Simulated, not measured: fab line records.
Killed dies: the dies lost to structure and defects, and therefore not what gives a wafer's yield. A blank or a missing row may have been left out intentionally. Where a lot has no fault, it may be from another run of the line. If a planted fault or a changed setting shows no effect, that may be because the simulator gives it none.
Chamber matching    flow n5-finfet    rie-diel-01 running N5_BEOL_M6_DESCUM_16: 3 sister chambers
The step chemistry O2, time 7.9 s. 3 wafers are shown with their chamber, then 6 later ones without.

WAFERS WITH THEIR CHAMBER
wafer   chamber  drypump-motor-current-A (A)
L086.4  0        5.35
L088.1  3        5.24
L088.3  1        5.62

WAFERS WITHOUT THEIR CHAMBER
wafer   drypump-motor-current-A (A)
L092.1  5.25
L092.2  5.34
L092.3  5.61
L094.2  5.23
L094.3  5.63
L097.4  5.64

WHICH CHAMBER EACH ONE RAN IN
wafer   from the rows above  in truth
L092.1  3                    3
L092.2  0                    0
L092.3  1                    1
L094.2  3                    3
L094.3  1                    1
L097.4  1                    1
Placed correctly: 6 of 6. From these rows, 0 cannot be placed. 0 placed wrongly.
How it was worked out, from the rows above alone: a wafer's distance from a chamber is the root of the sum, over the readings, of the square of ((its reading less the chamber's mean) divided by the reading's scatter). If the next closest chamber is less than 2 further off than the closest, the wafer can't be placed; otherwise it belongs to the closest. For every chamber, the mean is computed from those of its wafers that are shown. The scatter (one wafer shown for each chamber): square how far every hidden wafer sits from the nearest shown wafer, average those squares and take the square root.
